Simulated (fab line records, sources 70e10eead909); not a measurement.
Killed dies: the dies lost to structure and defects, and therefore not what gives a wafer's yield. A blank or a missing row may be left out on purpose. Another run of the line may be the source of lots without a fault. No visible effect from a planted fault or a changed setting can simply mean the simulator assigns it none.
Chamber matching -- flow nandHarc -- 4 sister chambers for NHARC_A_WL_FILL_ETCHBACK_26 on rieSi-05
The step etches the open film in HBr, target depth 52 nm, time 13.3 s. 4 wafers are shown with their chamber, then 9 later ones without.

== WAFERS, EACH WITH ITS CHAMBER ==
wafer,chamber,drypumpMotorCurrentA (A)
L082.5,3,5.2
L088.1,0,5.6
L087.1,1,5.2
L087.6,2,5.0

== WAFERS MISSING THEIR CHAMBER ==
wafer,drypumpMotorCurrentA (A)
L091.1,5.5
L091.2,5.0
L091.3,5.2
L092.3,5.6
L092.4,5.2
L092.6,5.2
L095.3,5.2
L095.4,5.0
L095.6,5.2

== THE CHAMBER EACH PASSED THROUGH ==
wafer,from the rows above,in truth
L091.1,0,0
L091.2,2,2
L091.3,can't be placed: 1 or 3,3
L092.3,0,0
L092.4,can't be placed: 1 or 3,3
L092.6,can't be placed: 1 or 3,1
L095.3,can't be placed: 1 or 3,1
L095.4,2,2
L095.6,can't be placed: 1 or 3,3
Correct placement for 4 of the 9. Not placeable from these rows: 5 (in 5, the candidates include the true chamber). Placed wrongly: 0.
How it was worked out, from the rows above alone: a wafer's distance from a chamber is the root of the sum, over the readings, of the square of ((its reading less the chamber's mean) divided by the reading's scatter). The wafer belongs to the nearest chamber; if the next one is less than 2 further off, it can't be placed. The mean given for a chamber averages the wafers shown for that chamber. The scatter: with one shown wafer a chamber, the root of the mean of the squares of how far each hidden wafer lies from its nearest shown one.
